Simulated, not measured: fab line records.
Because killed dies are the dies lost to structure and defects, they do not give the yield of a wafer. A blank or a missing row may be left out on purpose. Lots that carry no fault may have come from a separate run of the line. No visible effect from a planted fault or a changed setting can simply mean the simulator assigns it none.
Split-lot study	flow n5-finfet	21 wafers read from 7 lots, route of 1938 steps

## ON THE SPLIT
At N5_BEOL_M5_ETCH_68 (etches SOC in N2/H2, target depth 80 nm, overetch 16 nm, time 120 s), the setting bias-w was moved away from the recipe's 150 W on 5 of the 21 wafers read, by -10.6% to +15.3%. This setting was run at the recipe's value on the other wafers.

The reading is taken at the split's own step.

## THE READING
rf-vpp-V, in V, at N5_BEOL_M5_ETCH_68 (etches SOC in N2/H2, target depth 80 nm, overetch 16 nm, time 120 s). Typical for fault-free wafers on this fab line: 524.4 V, with standard deviation 2.9 V.

wafer	tool, chamber at the split	bias-w as run, W	against the recipe	rf-vpp-V, V	against lot-mates on the recipe
L074.1	rie-diel-02, 2	150	recipe	526.3	-
L074.4	rie-diel-02, 1	150	recipe	526.0	-
L074.5	rie-diel-02, 2	150	recipe	525.6	-
L076.3	rie-diel-05, 0	150	recipe	520.1	-
L076.4	rie-diel-05, 2	150	recipe	526.0	-
L076.6	rie-diel-05, 2	150	recipe	526.5	-
L075.3	rie-diel-06, 1	150	recipe	526.0	-
L075.4	rie-diel-06, 0	140.8	-6.1%	504.0	-20.1
L075.5	rie-diel-06, 2	150	recipe	522.3	-
L078.2	rie-diel-05, 0	150	recipe	520.5	-
L078.5	rie-diel-05, 3	172.9	+15.3%	568.8	+48.4
L078.6	rie-diel-05, 0	150	recipe	520.3	-
L089.1	rie-diel-05, 0	150	recipe	520.3	-
L089.3	rie-diel-05, 2	150	recipe	525.1	-
L089.4	rie-diel-05, 0	134.1	-10.6%	483.8	-38.9
L092.1	rie-diel-02, 2	150	recipe	524.9	-
L092.2	rie-diel-02, 3	167.3	+11.5%	557.5	+32.6
L092.4	rie-diel-02, 1	167.3	+11.5%	564.4	+39.5
L091.2	rie-diel-06, 0	150	recipe	524.0	-
L091.3	rie-diel-06, 3	150	recipe	525.1	-
L091.4	rie-diel-06, 1	150	recipe	526.0	-

THE FIT
A straight line over all 21 wafers: rf-vpp-V changes by +3.23 V for each +1% of bias-w; r = +0.99; the points scatter about the line by 3 V.
The same after taking each lot's own level away (the mean of its wafers on the recipe; 21 wafers): +3.26 V for each +1%; r = +0.99; scatter 2.2 V.
According to that fit, moving bias-w by its largest amount changes the reading by 50 V.
The span of the lots' own levels, 520.40 to 525.97 V, comes to 1.9 times the standard deviation stated above.
Consequently the slope shifts little with the lot-to-lot level, the two slopes agreeing.
Check: +49.9 V against its lot-mates is what the line predicts for one of the wafers moved furthest among these (+15.3%) when that wafer is left out of the fit. It came out at +48.4 V against them.
Tool readings at the split's step, against how far the setting was moved: rf-vpp-V r = +0.99.

## OTHER SPLITS APPLIED TO THESE WAFERS
Note: prior to the reading, these wafers also went through further splits. Each is held against what the fit with the lots' levels taken away leaves over:
other split on the same wafers	wafers away from the commonest value	r with rf-vpp-V (lot level and that fit taken away)
N5_BEOL_M3_COAT_67 spin-rpm	8	+0.06
N5_BEOL_M4_EXPOSE_08 dose-mj	6	-0.26
N5_BEOL_M4_ETCH_64 time-s	9	+0.05
N5_BEOL_M4_DESCUM_33 time-s	4	+0.13
N5_BEOL_M4_ALD_98 temp-c	10	-0.30
N5_BEOL_M5_COAT_22 spin-rpm	7	-0.34

## THE FILE'S OWN FIT
rf-vpp-V changes by +3.28 V for each +1% of bias-w, r = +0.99.
